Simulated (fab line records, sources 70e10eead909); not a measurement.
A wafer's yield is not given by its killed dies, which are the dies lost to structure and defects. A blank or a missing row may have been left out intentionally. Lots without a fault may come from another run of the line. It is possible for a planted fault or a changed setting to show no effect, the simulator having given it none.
Matching of chambers -- flow nand-harc -- rie-diel-02 running NHARC_A_STAIRCASE_ETCH_253: 4 sister chambers
The step etches the open film in C4F8/O2, target depth 50 nm, time 20.2 s. 4 wafers are shown with their chamber, then 8 later ones without.

WAFERS WITH THEIR CHAMBER
wafer,chamber,rf-vpp-V (V)
L083.3,3,900
L083.5,1,890
L089.3,0,891
L091.1,2,904

WAFERS WITH NO CHAMBER GIVEN
wafer,rf-vpp-V (V)
L091.2,901
L091.3,888
L091.4,892
L091.5,900
L091.6,891
L097.1,905
L097.4,900
L097.5,888

WHICH CHAMBER EACH ONE RAN IN
wafer,from the rows above,in truth
L091.2,can't be placed: 3 or 2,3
L091.3,can't be placed: 1 or 0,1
L091.4,can't be placed: 0 or 1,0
L091.5,3,3
L091.6,can't be placed: 0 or 1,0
L097.1,2,2
L097.4,3,3
L097.5,can't be placed: 1 or 0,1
Placed correctly: 3 of 8. From these rows, 5 cannot be placed; in 5 the true chamber is one of the candidates. Number placed wrongly: 0.
How it was worked out, from the rows above alone: a wafer's distance from a chamber is the root of the sum, over the readings, of the square of ((its reading less the chamber's mean) divided by the reading's scatter). If the next closest chamber is less than 2 further off than the closest, the wafer can't be placed; otherwise it belongs to the closest. The mean given for a chamber averages the wafers shown for that chamber. The scatter: with one shown wafer a chamber, the root of the mean of the squares of how far each hidden wafer lies from its nearest shown one.
